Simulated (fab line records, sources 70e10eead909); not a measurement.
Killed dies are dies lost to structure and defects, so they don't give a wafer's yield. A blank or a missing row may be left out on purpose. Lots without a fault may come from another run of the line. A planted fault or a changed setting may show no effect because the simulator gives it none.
fab line records | flow nand_harc
record lots=24 wafers=72 last_day=24
route steps=1159 shown A_M1@1041
lots that met no fault: from a run of the same line without faults
start_h: hours from the record's first day to the start of the lot's first wafer shown | wait_h: hours since the lot's step before | " the same as in the row above | L1.1+2: a row that stands for several wafers | - no value, or no start given | * or withheld: withheld | < > ~ a bound
route shown NAME@n: a module of which the file shows steps, and the number in the route of the first | usual: mean/standard deviation of fault-free wafers | same: alike in all rows | chamber/n: place in a boat | sites: the reading at each site | _std_site: their standard deviation | _edge_site: outer sites' mean less inner sites' | radius_mm: how far each site lies from the wafer's centre | mask NAME#n: copy n | behind: the tool/chamber that last shaped the wafer | hold: why the lot was held/for how many hours/how that ended | device: the transistor (n, p or np) that didn't switch | end of line: the same wafers' tests at the end of the route | a step without rows: its recipe alone | killed: dies lost to structure and defects at the first sort, not the wafer's yield | map: a wafer's dies, x killed, . not, _ none there
set.NAME: the setting as run; set.NAME@STEP: as run at that earlier step | model.NAME: the simulator's own value behind a step, which no gauge read
steps of the route over a sample of lots; a table a step, a row a wafer
services: from which hour (start_h, from the record's first day; less than 0 if before it) a tool's chamber was out of use, for how many hours, and why
## steps
# step NHARC_A_M1_ETCH_15
# recipe target_depth_a=1825 time_s=91.2 c4f8_flow_sccm=withheld ar_flow_sccm=400 rf_w=600 bias_w=300 chemistry=C4F8/Ar
# usual oes_product_au=0.954/0.024 rf_fwd_power_W=596.1/1.9 rf_vpp_V=441.7/2.5
# columns lot.wafer tool chamber start_h wait_h oes_product_au rf_fwd_power_W rf_hours_counter_h rf_vpp_V
L074.2 rie_diel-04 1 - - 0.925 594.9 8 445.5
L074.1 " 0 " " 0.928 595.3 8 444.0
L074.6 " 1 " " 0.929 594.2 - 444.7
L075.2 rie_diel-10 1 - - 0.975 593.8 3 444.2
L075.1 " 2 " " 0.958 595.1 3 441.3
L075.6 " 1 " " 0.971 597.2 - 443.5
L077.4 rie_diel-04 0 - - 1.002 596.0 8 444.6
L077.3 " 2 " " 0.972 594.1 8 441.4
L077.5 " 3 " " 0.968 595.0 - 443.3
L078.1 rie_diel-04 0 - - 0.928 597.6 8 444.2
L078.2 " 3 " " 0.913 592.5 8 443.6
L078.5 " 0 " " 0.929 598.5 - 443.1
L076.1 rie_diel-10 3 - - 0.956 594.4 3 439.4
L076.4 " 1 " " 0.980 597.5 4 444.6
L076.5 " 2 " " 0.946 596.1 - 439.0
L080.4 rie_diel-10 1 - - 0.978 597.1 4 443.4
L080.1 " 2 " " 0.941 594.8 4 441.1
L080.6 " 1 " " 0.969 599.8 - 443.7
L079.3 rie_diel-11 1 - - 0.987 595.7 1 437.4
L079.5 " 3 " " 0.934 598.1 - 442.0
L079.6 " 0 " " 0.949 595.3 - 439.2
L083.2 rie_diel-04 0 - - 0.933 593.9 10 443.3
L083.6 " 2 " " 0.918 598.2 - 442.8
L083.5 " 3 " " 0.922 594.1 - 443.7
L082.1 rie_diel-11 3 - - 0.928 597.0 2 441.4
L082.3 " 1 " " 0.964 597.7 2 437.2
L082.5 " 3 " " 0.935 598.5 - 440.4
L085.1 rie_diel-10 2 - - 0.909 595.1 5 440.8
L085.6 " 0 " " 0.928 596.4 - 440.4
L085.5 " 1 " " 0.944 595.6 - 446.0
L081.1 rie_diel-10 2 - - 0.952 597.2 6 440.8
L081.2 " 3 " " 0.962 596.4 5 438.2
L081.5 " 2 " " 0.943 596.2 - 438.1
L084.1 rie_diel-10 0 - - 0.995 597.7 7 439.7
L084.4 " 3 " " 0.988 592.1 6 438.0
L084.5 " 1 " " 0.986 596.8 - 445.6
L087.1 rie_diel-10 0 - - 0.925 596.8 7 440.5
L087.3 " 2 " " 0.909 594.3 6 438.3
L087.5 " 1 " " 0.936 594.8 - 444.7
L086.1 rie_diel-10 0 - - 0.972 594.0 7 440.0
L086.4 " 2 " " 0.951 596.3 6 440.7
L086.2 " 3 " " 0.968 596.4 6 438.1
L089.4 rie_diel-04 2 - - 0.969 594.0 0 442.7
L089.6 " 1 " " 0.964 599.8 - 443.6
L089.5 " 2 " " 0.968 592.5 - 443.0
L088.4 rie_diel-10 0 - - 0.965 593.1 9 440.1
L088.2 " 2 " " 0.932 596.8 9 438.5
L088.6 " 0 " " 0.975 595.4 - 439.6
L090.4 rie_diel-11 2 - - 0.989 595.2 3 443.5
L090.2 " 0 " " 0.962 593.9 3 440.5
L090.6 " 3 " " 0.959 596.0 - 442.9
L091.1 rie_diel-04 0 - - 0.950 596.7 1 444.9
L091.3 " 2 " " 0.960 594.6 2 442.5
L091.6 " 3 " " 0.940 590.8 - 443.1
L093.1 rie_diel-11 1 - - 0.960 596.9 3 437.4
L093.2 " 2 " " 0.958 593.1 3 443.1
L093.3 " 3 " " 0.936 599.0 3 441.5
L092.3 rie_diel-10 2 - - 0.965 596.8 11 438.8
L092.1 " 1 " " 0.994 598.2 12 443.5
L092.5 " 2 " " 0.973 595.5 - 439.5
L095.3 rie_diel-04 0 - - 0.963 596.5 2 442.9
L095.5 " 0 " " 0.978 597.3 - 442.7
L095.6 " 1 " " 0.990 599.6 - 445.4
L094.4 rie_diel-10 3 - - 0.969 595.3 11 438.5
L094.3 " 0 " " 0.981 594.3 12 439.5
L094.6 " 3 " " 0.970 594.9 - 438.8
L097.1 rie_diel-04 0 - - 0.927 599.4 3 445.0
L097.2 " 2 " " 0.926 598.0 3 443.3
L097.6 " 3 " " 0.922 594.5 - 442.8
L096.1 rie_diel-11 0 - - 0.926 599.0 4 440.1
L096.4 " 2 " " 0.919 597.6 4 443.3
L096.6 " 0 " " 0.930 597.2 - 441.1
# step NHARC_A_M1_PRE_CLEAN_30
# recipe time_s=30 temp_c=280 gas=H2/He
# usual heater_power_w=430/46
# columns lot.wafer tool chamber start_h wait_h heater_power_w
L074.1 pvd_sputter-03 - - - 397
L074.2 " - " " 366
L074.6 " - " " 410
L075.2 pvd_sputter-02 - - - 358
L075.1 " - " " 455
L075.6 " - " " 452
L077.3 pvd_sputter-03 - - - 429
L077.4 " - " " 403
L077.5 " - " " 429
L078.2 pvd_sputter-03 - - - 373
L078.1 " - " " 422
L078.5 " - " " 363
L076.1 pvd_sputter-01 - - - 412
L076.4 " - " " 444
L076.5 " - " " 400
L080.4 pvd_sputter-02 - - - 454
L080.1 " - " " 532
L080.6 " - " " 471
L079.3 pvd_sputter-03 - - - 423
L079.5 " - " " 401
L079.6 " - " " 367
L083.2 pvd_sputter-02 - - - 442
L083.6 " - " " 356
L083.5 " - " " 441
L082.1 pvd_sputter-02 - - - 447
L082.3 " - " " 449
L082.5 " - " " 457
L085.1 pvd_sputter-02 - - - 357
L085.6 " - " " 363
L085.5 " - " " 448
L081.1 pvd_sputter-02 - - - 466
L081.2 " - " " 369
L081.5 " - " " 535
L084.1 pvd_sputter-01 - - - 446
L084.4 " - " " 451
L084.5 " - " " 410
L087.3 pvd_sputter-01 - - - 460
L087.1 " - " " 437
L087.5 " - " " 407
L086.1 pvd_sputter-02 - - - 449
L086.2 " - " " 542
L086.4 " - " " 462
L089.4 pvd_sputter-01 - - - 455
L089.6 " - " " 414
L089.5 " - " " 455
L088.4 pvd_sputter-01 - - - 450
L088.2 " - " " 414
L088.6 " - " " 453
L090.4 pvd_sputter-03 - - - 411
L090.2 " - " " 365
L090.6 " - " " 400
L091.3 pvd_sputter-03 - - - 367
L091.1 " - " " 419
L091.6 " - " " 400
L093.1 pvd_sputter-02 - - - 450
L093.2 " - " " 524
L093.3 " - " " 359
L092.1 pvd_sputter-01 - - - 402
L092.3 " - " " 423
L092.5 " - " " 406
L095.3 pvd_sputter-01 - - - 422
L095.5 " - " " 438
L095.6 " - " " 455
L094.4 pvd_sputter-03 - - - 419
L094.3 " - " " 419
L094.6 " - " " 407
L097.2 pvd_sputter-02 - - - 459
L097.1 " - " " 357
L097.6 " - " " 462
L096.1 pvd_sputter-01 - - - 453
L096.4 " - " " 435
L096.6 " - " " 433
# step NHARC_A_M1_CMP_23
# recipe t_overpolish_s=20 target_thk_nm=154.34
# usual motor_current_A=11.7/1.2 time_to_endpoint_s=29.0/3
# columns lot.wafer tool chamber start_h wait_h motor_current_A time_to_endpoint_s
L074.2 cmp-03 3 419.36 - 10.2 25.5
L074.1 " 2 " " 12.1 26.1
L074.6 " 3 " " 9.7 26.7
L075.2 cmp-04 3 419.46 - 12.4 25.7
L075.1 " 0 " " 10.4 29.1
L075.6 " 2 " " 11.4 31.4
L077.3 cmp-04 2 419.75 - 11.4 30.7
L077.4 " 0 " " 11.1 29.7
L077.5 " 2 " " 10.7 33.9
L078.1 cmp-03 0 419.92 - 14.0 28.5
L078.2 " 3 " " 10.1 27.7
L078.5 " 0 " " 13.1 29.5
L076.4 cmp-02 2 421.45 - 12.0 31.4
L076.1 " 3 " " 9.6 25.9
L076.5 " 0 " " 10.9 30.1
L080.1 cmp-04 1 433.97 - 11.9 25.6
L080.4 " 2 " " 11.6 32.5
L080.6 " 2 " " 11.0 31.2
L079.3 cmp-02 0 434.93 - 11.4 31.7
L079.5 " 3 " " 9.8 29.2
L079.6 " 0 " " 11.1 31.3
L083.2 cmp-04 2 443.86 - 11.6 30.7
L083.5 " 0 " " 11.0 28.6
L083.6 " 1 " " 11.9 29.9
L082.1 cmp-02 2 454.00 - 11.4 31.8
L082.3 " 3 " " 10.5 25.5
L082.5 " 2 " " 12.0 32.5
L085.1 cmp-03 0 460.56 - 13.9 28.3
L085.6 " 1 " " 11.4 27.8
L085.5 " 2 " " 11.9 27.6
L081.2 cmp-03 1 465.63 - 12.1 26.3
L081.1 " 2 " " 12.0 27.9
L081.5 " 1 " " 11.7 29.0
L084.1 cmp-03 1 468.93 - 12.1 27.1
L084.4 " 2 " " 12.5 27.4
L084.5 " 1 " " 11.6 26.8
L087.1 cmp-02 1 469.64 - 12.9 36.7
L087.3 " 0 " " 11.0 31.2
L087.5 " 2 " " 12.0 34.5
L086.2 cmp-02 3 470.57 - 9.8 28.2
L086.1 " 0 " " 11.2 34.3
L086.4 " 1 " " 12.5 31.2
L089.4 cmp-04 0 483.92 - 11.0 31.1
L089.6 " 2 " " 11.4 32.1
L089.5 " 3 " " 12.7 24.3
L088.2 cmp-02 0 490.66 - 10.8 31.8
L088.4 " 1 " " 12.8 31.6
L088.6 " 3 " " 10.0 27.3
L090.4 cmp-03 1 496.80 - 12.5 31.1
L090.2 " 3 " " 10.1 26.5
L090.6 " 0 " " 13.9 30.9
L091.3 cmp-03 3 504.98 - 9.8 27.7
L091.1 " 2 " " 12.4 23.2
L091.6 " 0 " " 14.1 27.4
L093.1 cmp-03 2 508.27 - 12.1 26.1
L093.3 " 3 " " 10.4 23.6
L093.2 " 0 " " 14.2 27.2
L092.3 cmp-02 3 510.27 - 9.7 30.2
L092.1 " 1 " " 12.8 34.0
L092.5 " 3 " " 9.6 28.6
L095.3 cmp-03 0 513.26 - 13.7 27.0
L095.6 " 0 " " 14.0 25.7
L095.5 " 1 " " 12.0 29.6
L094.4 cmp-02 2 517.27 - 12.4 28.4
L094.3 " 3 " " 9.9 23.9
L094.6 " 1 " " 12.3 30.6
L097.2 cmp-02 3 527.71 - 9.9 25.7
L097.1 " 2 " " 12.1 31.9
L097.6 " 3 " " 9.6 23.9
L096.4 cmp-04 3 536.36 - 11.8 26.6
L096.1 " 1 " " 12.4 29.7
L096.6 " 0 " " 10.3 30.6
# step NHARC_A_M1_THK_MEAS_24
# recipe thk_meas_gauge=xrf
# usual thk_nm=154.4/1.7
# columns lot.wafer tool chamber start_h wait_h thk_nm
L074.1 film_metro-02 - 419.67 - 153.2
L074.2 " - " " 151.8
L074.6 " - " " 152.6
L075.1 film_metro-02 - 419.74 - 153.6
L075.2 " - " " 155.1
L075.6 " - " " 154.0
L077.3 film_metro-02 - 420.07 - 154.1
L077.4 " - " " 153.8
L077.5 " - " " 155.8
L078.1 film_metro-02 - 420.25 - 156.4
L078.2 " - " " 154.0
L078.5 " - " " 154.9
L076.1 film_metro-01 - 421.71 - 154.7
L076.4 " - " " 156.9
L076.5 " - " " 153.5
L080.1 film_metro-02 - 434.28 - 153.7
L080.4 " - " " 155.2
L080.6 " - " " 157.8
L079.3 film_metro-01 - 435.22 - 152.2
L079.5 " - " " 154.6
L079.6 " - " " 156.5
L083.2 film_metro-02 - 444.13 - 155.6
L083.5 " - " " 153.7
L083.6 " - " " 153.3
L082.1 film_metro-01 - 454.29 - 158.0
L082.3 " - " " 155.1
L082.5 " - " " 159.0
L085.1 film_metro-02 - 460.79 - 155.6
L085.5 " - " " 154.4
L085.6 " - " " 154.9
L081.1 film_metro-01 - 465.93 - 154.3
L081.2 " - " " 155.0
L081.5 " - " " 154.7
L084.1 film_metro-01 - 469.22 - 153.3
L084.4 " - " " 153.3
L084.5 " - " " 150.3
L087.1 film_metro-01 - 469.96 - 157.8
L087.3 " - " " 156.3
L087.5 " - " " 154.3
L086.1 film_metro-02 - 470.89 - 153.5
L086.2 " - " " 156.0
L086.4 " - " " 157.3
L089.4 film_metro-02 - 484.19 - 156.5
L089.5 " - " " 153.7
L089.6 " - " " 156.5
L088.2 film_metro-02 - 490.95 - 155.7
L088.4 " - " " 156.6
L088.6 " - " " 153.1
L090.2 film_metro-02 - 497.09 - 153.3
L090.4 " - " " 154.7
L090.6 " - " " 155.6
L091.1 film_metro-01 - 505.31 - 153.0
L091.3 " - " " 155.3
L091.6 " - " " 154.2
L093.1 film_metro-01 - 508.58 - 153.0
L093.2 " - " " 155.8
L093.3 " - " " 152.6
L092.1 film_metro-02 - 510.59 - 154.7
L092.3 " - " " 153.1
L092.5 " - " " 152.6
L095.3 film_metro-01 - 513.57 - 154.0
L095.5 " - " " 155.7
L095.6 " - " " 153.9
L094.3 film_metro-01 - 517.55 - 152.0
L094.4 " - " " 155.3
L094.6 " - " " 155.1
L097.1 film_metro-02 - 528.03 - 155.8
L097.2 " - " " 152.2
L097.6 " - " " 154.3
L096.1 film_metro-01 - 536.67 - 155.1
L096.4 " - " " 155.0
L096.6 " - " " 153.8
# step NHARC_A_M1_INSPECT_27
# usual raw_defect_count=472/150
# columns lot.wafer tool chamber start_h wait_h raw_defect_count
L074.1 defect_inspect-02 - 419.97 0.0 289
L074.2 " - " " 319
L074.6 " - " " 274
L075.1 defect_inspect-01 - 420.02 0.0 470
L075.2 " - " " 701
L075.6 " - " " 434
L077.3 defect_inspect-01 - 420.26 0.0 395
L077.4 " - " " 439
L077.5 " - " " 635
L078.1 defect_inspect-02 - 420.43 0.0 470
L078.2 " - " " 331
L078.5 " - " " 338
L076.1 defect_inspect-02 - 421.98 0.0 639
L076.4 " - " " 246
L076.5 " - " " 474
L080.1 defect_inspect-02 - 434.46 0.0 496
L080.4 " - " " 378
L080.6 " - " " 358
L079.3 defect_inspect-01 - 435.38 0.0 442
L079.5 " - " " 597
L079.6 " - " " 497
L083.2 defect_inspect-01 - 444.28 0.0 295
L083.5 " - " " 540
L083.6 " - " " 585
L082.1 defect_inspect-01 - 454.44 0.0 429
L082.3 " - " " 321
L082.5 " - " " 616
L085.1 defect_inspect-01 - 460.94 0.0 641
L085.5 " - " " 394
L085.6 " - " " 418
L081.1 defect_inspect-01 - 466.08 0.0 378
L081.2 " - " " 457
L081.5 " - " " 562
L084.1 defect_inspect-01 - 469.38 0.0 602
L084.4 " - " " 544
L084.5 " - " " 479
L087.1 defect_inspect-01 - 470.12 0.0 485
L087.3 " - " " 630
L087.5 " - " " 473
L086.1 defect_inspect-01 - 471.05 0.0 451
L086.2 " - " " 417
L086.4 " - " " 577
L089.4 defect_inspect-02 - 484.34 0.0 679
L089.5 " - " " 607
L089.6 " - " " 441
L088.2 defect_inspect-01 - 491.11 0.0 331
L088.4 " - " " 376
L088.6 " - " " 496
L090.2 defect_inspect-01 - 497.25 0.0 677
L090.4 " - " " 601
L090.6 " - " " 573
L091.1 defect_inspect-02 - 505.48 0.0 440
L091.3 " - " " 669
L091.6 " - " " 333
L093.1 defect_inspect-01 - 508.74 0.0 303
L093.2 " - " " 766
L093.3 " - " " 559
L092.1 defect_inspect-01 - 510.74 0.0 532
L092.3 " - " " 452
L092.5 " - " " 331
L095.3 defect_inspect-02 - 513.73 0.0 403
L095.5 " - " " 360
L095.6 " - " " 438
L094.3 defect_inspect-01 - 517.71 0.0 422
L094.4 " - " " 507
L094.6 " - " " 401
L097.1 defect_inspect-02 - 528.19 0.0 548
L097.2 " - " " 376
L097.6 " - " " 467
L096.1 defect_inspect-01 - 536.83 0.0 343
L096.4 " - " " 386
L096.6 " - " " 349
# step NHARC_A_M1_DEP_33
# recipe target_thk_a=300 temp_c=370 target_thk_nm=30 pressure_torr=3 flow_sccm=200 rf_w=450 material=SiCN
# usual heater_power_w=583/62 rf_fwd_power_W=449.1/1.4
# columns lot.wafer tool chamber start_h wait_h heater_power_w rf_fwd_power_W
L074.1 pecvd-02 1 420.59 0.1 507 449.1
L074.2 " 2 " " 606 449.1
L074.6 " 2 " " 607 448.5
L075.2 pecvd-04 0 420.67 0.1 716 449.0
L075.1 " 1 " " 569 451.2
L075.6 " 0 " " 690 448.6
L077.3 pecvd-04 0 421.04 0.1 628 447.9
L077.4 " 1 " " 627 452.5
L077.5 " 0 " " 636 449.3
L078.2 pecvd-02 1 421.14 0.1 555 448.5
L078.1 " 2 " " 511 449.3
L078.5 " 2 " " 505 448.6
L076.1 pecvd-02 2 422.26 0.1 591 450.3
L076.5 " 2 " " 590 449.1
L076.4 " 1 " " 543 448.9
L080.1 pecvd-02 1 434.70 0.1 497 449.5
L080.6 " 2 " " 628 449.8
L080.4 " 0 " " 616 450.8
L079.3 pecvd-02 2 435.61 0.1 571 449.0
L079.5 " 0 " " 702 448.5
L079.6 " 2 " " 569 449.8
L083.2 pecvd-01 2 444.43 0.1 523 448.4
L083.5 " 0 " " 528 448.7
L083.6 " 1 " " 569 447.4
L082.1 pecvd-01 1 454.63 0.1 523 450.7
L082.3 " 2 " " 491 450.2
L082.5 " 0 " " 555 449.1
L085.1 pecvd-04 0 461.13 0.1 665 448.1
L085.5 " 0 " " 665 447.8
L085.6 " 1 " " 663 450.8
L081.1 pecvd-02 0 466.27 0.1 669 447.3
L081.2 " 1 " " 546 449.0
L081.5 " 0 " " 712 451.0
L084.1 pecvd-02 0 469.61 0.1 643 451.1
L084.4 " 1 " " 557 446.2
L084.5 " 0 " " 663 449.6
L087.3 pecvd-01 2 470.30 0.1 474 448.8
L087.1 " 1 " " 610 449.3
L087.5 " 0 " " 552 448.3
L086.1 pecvd-01 2 471.20 0.1 423 450.5
L086.2 " 0 " " 541 450.7
L086.4 " 0 " " 541 446.5
L089.4 pecvd-04 2 484.62 0.2 579 451.1
L089.6 " 0 " " 628 450.5
L089.5 " 1 " " 605 447.1
L088.2 pecvd-04 2 491.26 0.1 598 449.2
L088.6 " 2 " " 614 448.9
L088.4 " 1 " " 620 449.7
L090.2 pecvd-04 0 497.48 0.1 636 448.8
L090.6 " 2 " " 577 449.0
L090.4 " 0 " " 640 448.2
L091.3 pecvd-04 0 505.63 0.1 653 447.2
L091.1 " 1 " " 652 450.1
L091.6 " 0 " " 660 450.1
L093.3 pecvd-02 1 508.89 0.1 520 449.6
L093.1 " 2 " " 532 446.5
L093.2 " 0 " " 654 448.9
L092.1 pecvd-02 0 510.89 0.1 618 450.6
L092.3 " 2 " " 594 448.8
L092.5 " 0 " " 624 448.9
L095.3 pecvd-02 0 514.11 0.2 636 447.7
L095.6 " 1 " " 536 450.7
L095.5 " 0 " " 639 449.1
L094.3 pecvd-01 1 517.86 0.1 588 449.2
L094.4 " 1 " " 590 449.4
L094.6 " 0 " " 559 448.3
L097.1 pecvd-04 1 528.45 0.1 632 451.4
L097.2 " 0 " " 679 448.4
L097.6 " 0 " " 625 450.5
L096.1 pecvd-01 1 536.97 0.1 605 447.7
L096.6 " 2 " " 469 448.2
L096.4 " 0 " " 545 447.2
## services
# columns tool chamber start_h hours kind
pvd_sputter-02 - 397.22 10.0 pm
cmp-04 - 399.17 4.0 pm
cmp-04 - 411.07 2.7 repair
rie_diel-10 0 411.50 - clean
pecvd-01 - 418.19 13.0 pm
cmp-02 - 422.64 4.0 pm
rie_diel-10 - 426.76 0.2 repair
pecvd-02 1 447.46 7.7 repair
cmp-03 - 454.02 4.0 pm
pvd_sputter-03 - 458.00 10.0 pm
rie_diel-04 3 459.29 13.3 repair
rie_diel-04 - 465.98 9.0 pm
cmp-02 - 471.07 3.0 repair
cmp-02 - 484.47 0.6 repair
cmp-04 - 497.17 4.0 pm
rie_diel-10 2 502.32 4.0 repair
cmp-02 - 503.26 2.7 repair
cmp-04 - 505.41 1.1 repair
pecvd-02 2 513.38 3.7 repair
pvd_sputter-01 - 514.01 10.0 pm
pecvd-02 - 515.69 13.0 pm
pvd_sputter-02 - 516.20 1.8 repair
cmp-02 - 520.64 4.0 pm
rie_diel-10 - 530.50 9.0 pm
## key
fault none
